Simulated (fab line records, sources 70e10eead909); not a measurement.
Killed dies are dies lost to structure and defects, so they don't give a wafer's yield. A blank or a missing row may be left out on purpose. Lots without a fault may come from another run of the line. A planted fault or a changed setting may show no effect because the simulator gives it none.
Chamber matching | flow nand_harc | NHARC_A_STAIRCASE_TRIM_12 on rie_diel-12: 4 sister chambers
The step chemistry O2, time 211.2 s. 8 wafers are shown with their chamber, then 11 later ones without.

WAFERS WITH THEIR CHAMBER
wafer  | chamber | drypump_motor_current_A (A) | showerhead_plenum_p_Torr (Torr)
L078.2 | 3       | 4.8                         | 3.44
L081.2 | 2       | 5.5                         | 3.52
L085.5 | 0       | 5.8                         | 3.52
L085.6 | 1       | 6.0                         | 3.65
L086.1 | 2       | 5.5                         | 3.52
L086.2 | 1       | 6.0                         | 3.65
L086.4 | 3       | 4.7                         | 3.43
L088.2 | 0       | 5.8                         | 3.51

WAFERS WITHOUT THEIR CHAMBER
wafer  | drypump_motor_current_A (A) | showerhead_plenum_p_Torr (Torr)
L088.4 | 5.4                         | 3.52
L088.6 | 4.7                         | 3.43
L091.1 | 5.9                         | 3.51
L091.3 | 5.4                         | 3.51
L091.6 | 5.8                         | 3.51
L094.3 | 4.7                         | 3.42
L094.4 | 5.8                         | 3.50
L094.6 | 5.8                         | 3.50
L097.1 | 5.8                         | 3.50
L097.2 | 6.0                         | 3.64
L097.6 | 5.8                         | 3.50

WHICH CHAMBER EACH WENT THROUGH
wafer  | from the rows above | in truth
L088.4 | 2                   | 2
L088.6 | 3                   | 3
L091.1 | 0                   | 0
L091.3 | 2                   | 2
L091.6 | 0                   | 0
L094.3 | 3                   | 3
L094.4 | 0                   | 0
L094.6 | 0                   | 0
L097.1 | 0                   | 0
L097.2 | 1                   | 1
L097.6 | 0                   | 0
Placed correctly: 11 of 11. Can't be placed from these rows: 0. Placed wrongly: 0.
How it was worked out, from the rows above alone: a wafer's distance from a chamber is the root of the sum, over the readings, of the square of ((its reading less the chamber's mean) divided by the reading's scatter). The wafer belongs to the nearest chamber; if the next one is less than 2 further off, it can't be placed. A chamber's mean is the mean of its shown wafers. The scatter: the root of (the sum of the squares of (reading less its chamber's mean) over the shown wafers, divided by (wafers less chambers)).
